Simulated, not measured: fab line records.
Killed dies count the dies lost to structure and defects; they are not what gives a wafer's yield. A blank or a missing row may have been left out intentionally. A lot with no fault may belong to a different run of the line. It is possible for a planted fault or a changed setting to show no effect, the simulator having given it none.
Chamber matching -- flow n5-finfet -- N5_BEOL_M0_SAQP_SPACER1_ALD_98 on ald-sin-02 has 4 sister chambers
The step deposits SiO2, target thk 12.8 nm, pulse time 1 s, purge time 2 s. 8 wafers are shown with their chamber, then 11 later ones without.

## WAFERS, EACH WITH ITS CHAMBER
wafer,chamber,heater-power-w (W),precursor-pulse-height-rel
L084.3,2,490,1.015
L085.1,3,470,1.002
L085.4,1,438,1.012
L085.5,1,433,1.004
L086.1,2,494,0.965
L086.2,0,491,1.021
L086.6,3,468,1.024
L087.1,0,495,1.040

## WAFERS WHOSE CHAMBER IS MISSING
wafer,heater-power-w (W),precursor-pulse-height-rel
L087.2,478,1.017
L087.4,429,0.985
L089.1,501,1.019
L089.4,424,0.979
L089.6,495,1.016
L090.1,447,0.982
L090.3,470,0.990
L090.5,437,0.991
L092.2,468,0.982
L092.4,442,1.010
L092.6,483,1.010

## WHICH CHAMBER EACH ONE RAN IN
wafer,from the rows above,in truth
L087.2,can't be placed: 3 or 2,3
L087.4,1,1
L089.1,can't be placed: 0 or 2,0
L089.4,1,1
L089.6,can't be placed: 0 or 2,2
L090.1,1,1
L090.3,3,3
L090.5,1,1
L092.2,3,3
L092.4,1,1
L092.6,can't be placed: 2 or 0 or 3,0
Correctly placed: 7 of 11. Not placeable from these rows: 4 (in 4, the candidates include the true chamber). 0 placed wrongly.
How it was worked out, from the rows above alone: a wafer's distance from a chamber is the root of the sum, over the readings, of the square of ((its reading less the chamber's mean) divided by the reading's scatter). If the next closest chamber is less than 2 further off than the closest, the wafer can't be placed; otherwise it belongs to the closest. For every chamber, the mean is computed from those of its wafers that are shown. The scatter: take each reading less its chamber's mean, square it, sum over the shown wafers, divide by the number of wafers less the number of chambers, and take the root.
